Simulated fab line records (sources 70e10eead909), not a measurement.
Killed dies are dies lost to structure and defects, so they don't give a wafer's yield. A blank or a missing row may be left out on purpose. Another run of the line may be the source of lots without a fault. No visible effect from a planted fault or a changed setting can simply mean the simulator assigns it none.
Chamber matching ; flow nand harc ; NHARC_A_DECK1_JOINT_CMP_13 on cmp-01: 4 sister chambers
The step polishes, target thk 51.023 nm. 4 wafers are shown with their chamber, then 7 later ones without.

WAFERS, EACH WITH ITS CHAMBER
wafer;chamber;motor current A (A)
L241.1;3;10.3
L241.3;1;11.9
L242.1;2;10.8
L242.3;0;11.0

WAFERS WITH NO CHAMBER GIVEN
wafer;motor current A (A)
L242.5;10.7
L243.3;12.5
L243.4;10.8
L243.6;11.3
L245.1;11.1
L245.5;10.7
L245.6;10.9

WHICH CHAMBER EACH ONE RAN IN
wafer;from the rows above;in truth
L242.5;can't be placed: 2 or 0 or 3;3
L243.3;1;1
L243.4;can't be placed: 2 or 0 or 3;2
L243.6;can't be placed: 0 or 2 or 1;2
L245.1;can't be placed: 0 or 2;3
L245.5;can't be placed: 2 or 0 or 3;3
L245.6;can't be placed: 0 or 2 or 3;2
Placed correctly: 1 of 7. Not placeable from these rows: 6 (in 5, the candidates include the true chamber). 0 placed wrongly.
How it was worked out, from the rows above alone: a wafer's distance from a chamber is the root of the sum, over the readings, of the square of ((its reading less the chamber's mean) divided by the reading's scatter). If the next closest chamber is less than 2 further off than the closest, the wafer can't be placed; otherwise it belongs to the closest. For every chamber, the mean is computed from those of its wafers that are shown. The scatter (one wafer shown for each chamber): square how far every hidden wafer sits from the nearest shown wafer, average those squares and take the square root.
